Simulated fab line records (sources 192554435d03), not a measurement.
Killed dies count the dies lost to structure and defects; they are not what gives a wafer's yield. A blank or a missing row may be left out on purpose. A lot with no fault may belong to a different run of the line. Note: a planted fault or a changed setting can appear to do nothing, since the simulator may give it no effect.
Struck lot and sound lot, side by side || flow n5-finfet || 15 steps out of a route of 1938
Sound: these wafers, L944.2, L944.3, L944.5. The struck wafers were L951.2, L951.3, L951.4. The cause is given at the end.
At each step with rows: each side's tool, then ch and its chambers, then its first start. Under that, the readings that differ: sound wafers || struck wafers || difference of the means || sigmas: that difference in standard deviations of wafers without a fault.
alike: same words and numbers on both sides, and readings whose means sit less than 2 such deviations apart. not compared: any withheld reading, any reading some wafer has no value for, any bound like >300 that may hide the same value, and any number with overlapping values for which the record gives no deviation.
A row with sigmas, a row that says differs or no value, or rows on one side alone: a step with any of these is where the two part. Numbers that have no deviation but don't overlap get no sigmas and don't part them. A reading that every wafer of one side lacks parts them only if that side has two wafers or more.

first, 3 steps without rows for these wafers: N5_BEOL_M14_ETCH_67 (etches SiARC in CF4, target depth 143 nm, time 238.3 s); N5_BEOL_M14_ETCH_68 (etches SOC in N2/H2, time 450 s); N5_BEOL_M14_STRIP_69 (strips in N2/H2).
N5_BEOL_M14_TRENCH_ETCH_34: etches SiO2 in C4F8/O2/Ar, target depth 556.65 nm, time 126.9 s.
  sound on rie-diel-04 ch 0,1, day 14 10:32; struck on rie-diel-04 ch 0,1,2, day 15 15:38
  alike: drypump-motor-current-A, oes_o_777_au, oes-product-au, rf-vpp-V, showerhead-plenum-p-Torr, throttle-valve-pct
  not compared: rf-hours-counter-h
then, 1 step without rows for these wafers: N5_BEOL_M14_STRIP_70 (strips in C4F8/O2/Ar).
N5_BEOL_M14_OCD_MEAS_35:
  sound on ocd-01 at day 14 10:41; struck on ocd-02 at day 15 15:48
  alike: trench-depth-nm
N5_BEOL_M14_STRIP_37: strips in O2.
  sound on rie-diel-05 ch 0,1,3, day 14 11:02; struck on rie-diel-04 ch 1,2,3, day 15 17:20
  alike: drypump-motor-current-A, oes-product-au, rf-vpp-V, showerhead-plenum-p-Torr, throttle-valve-pct
  not compared: rf-hours-counter-h
N5_BEOL_M14_ETCH_38: etches SiCN in CF4/N2, target depth 106.5 nm, time 120.6 s.
  sound on rie-diel-05 ch 0,1,3; struck on rie-diel-04 ch 1,2,3
  alike: drypump-motor-current-A, oes-product-au, rf-vpp-V, showerhead-plenum-p-Torr, throttle-valve-pct
  not compared: rf-hours-counter-h
then, 2 steps without rows for these wafers: N5_BEOL_M14_PRECLEAN_39 (cleans in residue remover, time 60 s); N5_BEOL_M14_SRD_40 (time 30 s, dry time 30 s).
N5_BEOL_M14_DEGAS_41: time 60 s.
  sound on pvd-sputter-01 at day 14 11:50; struck on pvd-sputter-03 at day 15 18:06
  alike: heater-power-w, susceptor-temp-C
then, 1 step without rows for these wafers: N5_BEOL_M14_PRE_CLEAN_42 (time 30 s).
N5_BEOL_M14_SPUTTER_43: material TaN, target thk 15 nm, time 24.19 s.
  sound on pvd-sputter-01 at day 14 11:55; struck on pvd-sputter-03 at day 15 18:11
{"reading": "cathode-dc-power-W (W)", "sound": "15001 15000 15000", "struck": "15876 15876 15868", "difference": "+873", "sigmas": "+99 or more"}
{"reading": "model.TaN_of_BEOL_M14_SPUTTER_43.thk-nm (nm)", "sound": "15 14.8 15", "struck": "15.8 16 15.8", "difference": "+0.9", "sigmas": ""}
  alike: susceptor-temp-C, throttle-valve-pct
N5_BEOL_M14_SPUTTER_44: material Ta, target thk 15 nm, time 24.19 s.
  sound on pvd-sputter-01 at day 14 11:59; struck on pvd-sputter-03 at day 15 18:16
  alike: cathode-dc-power-W, susceptor-temp-C, throttle-valve-pct
N5_PASSIVATION_PROBE_49:
  record: rows for the struck wafers here (prober-01, day 16 20:47), none for the sound ones

WHERE THEY PART
Earliest at N5_BEOL_M14_SPUTTER_43; latest, in this record, at N5_PASSIVATION_PROBE_49.

WHY: what had been put in by the simulator
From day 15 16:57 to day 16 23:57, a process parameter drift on pvd-sputter-03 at N5_BEOL_M14_SPUTTER_43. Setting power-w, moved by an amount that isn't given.
